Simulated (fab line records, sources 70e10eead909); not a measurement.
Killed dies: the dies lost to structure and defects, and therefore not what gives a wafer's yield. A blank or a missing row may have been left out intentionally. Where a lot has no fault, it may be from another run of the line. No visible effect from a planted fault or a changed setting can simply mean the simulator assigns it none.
Matching of chambers | flow nand_harc | NHARC_A_CONTACT_ETCH_106 on rie_diel-08 has 4 sister chambers
The step etches the open film in CF4/O2, target depth 90 nm, overetch 9 nm, time 49.5 s. 18 wafers are shown with their chamber, then 9 later ones without.

## WAFERS, EACH WITH ITS CHAMBER
wafer  | chamber | drypump_motor_current_A (A) | showerhead_plenum_p_Torr (Torr) | rf_vpp_V (V)
L074.2 | 2       | 5.29                        | 1.40                            | 199.9
L074.3 | 1       | 6.13                        | 1.31                            | 196.4
L074.6 | 0       | 5.63                        | 1.32                            | 197.3
L077.2 | 3       | 5.58                        | 1.41                            | 200.1
L077.4 | 0       | 5.64                        | 1.32                            | 197.1
L077.5 | 1       | 6.08                        | 1.31                            | 198.4
L080.1 | 3       | 5.56                        | 1.40                            | 199.8
L080.2 | 0       | 5.63                        | 1.32                            | 196.7
L080.4 | 2       | 5.30                        | 1.39                            | 200.3
L086.2 | 1       | 6.13                        | 1.31                            | 197.4
L086.5 | 1       | 6.15                        | 1.31                            | 196.6
L086.6 | 2       | 5.27                        | 1.39                            | 199.6
L085.2 | 2       | 5.27                        | 1.39                            | 198.0
L085.5 | 0       | 5.63                        | 1.32                            | 196.8
L085.6 | 1       | 6.13                        | 1.31                            | 197.1
L088.1 | 1       | 6.15                        | 1.31                            | 196.2
L088.4 | 2       | 5.28                        | 1.39                            | 199.6
L088.6 | 2       | 5.31                        | 1.39                            | 199.5

SIGNATURES, as means of the wafers listed above
reading                  | chamber 0 | chamber 1 | chamber 2 | chamber 3 | scatter within a chamber
drypump_motor_current_A  | 5.6325    | 6.1283    | 5.2867    | 5.5700    | 0.0187
showerhead_plenum_p_Torr | 1.3200    | 1.3100    | 1.3917    | 1.4050    | 0.00309
rf_vpp_V                 | 196.975   | 197.017   | 199.483   | 199.950   | 0.688
Rule: for each reading, subtract the chamber's mean from the wafer's reading, divide by that reading's scatter and square the result; add these up over the readings and take the root, which gives the wafer's distance from the chamber. The wafer belongs to the nearest chamber; if the next one is less than 2 further off, it can't be placed. How the scatter is found: for the shown wafers, subtract from each reading the mean of its chamber, square and add these, divide the total by (wafers less chambers), then take the root.

## WAFERS WHOSE CHAMBER IS MISSING
wafer  | drypump_motor_current_A (A) | showerhead_plenum_p_Torr (Torr) | rf_vpp_V (V)
L090.3 | 5.56                        | 1.40                            | 199.3
L090.4 | 5.64                        | 1.31                            | 198.7
L090.6 | 5.59                        | 1.40                            | 199.3
L091.1 | 6.14                        | 1.31                            | 197.7
L091.3 | 5.28                        | 1.39                            | 199.3
L091.6 | 5.28                        | 1.39                            | 198.7
L095.2 | 5.62                        | 1.31                            | 198.2
L095.4 | 5.61                        | 1.40                            | 199.7
L095.5 | 5.60                        | 1.40                            | 199.1

## WHICH CHAMBER EACH WENT THROUGH
wafer  | from the rows above | in truth
L090.3 | 3                   | 3
L090.4 | 0                   | 0
L090.6 | 3                   | 3
L091.1 | 1                   | 1
L091.3 | 2                   | 2
L091.6 | 2                   | 2
L095.2 | 0                   | 0
L095.4 | 3                   | 3
L095.5 | 3                   | 3
9 of 9 placed correctly. From these rows, 0 cannot be placed. Placed wrongly: 0.
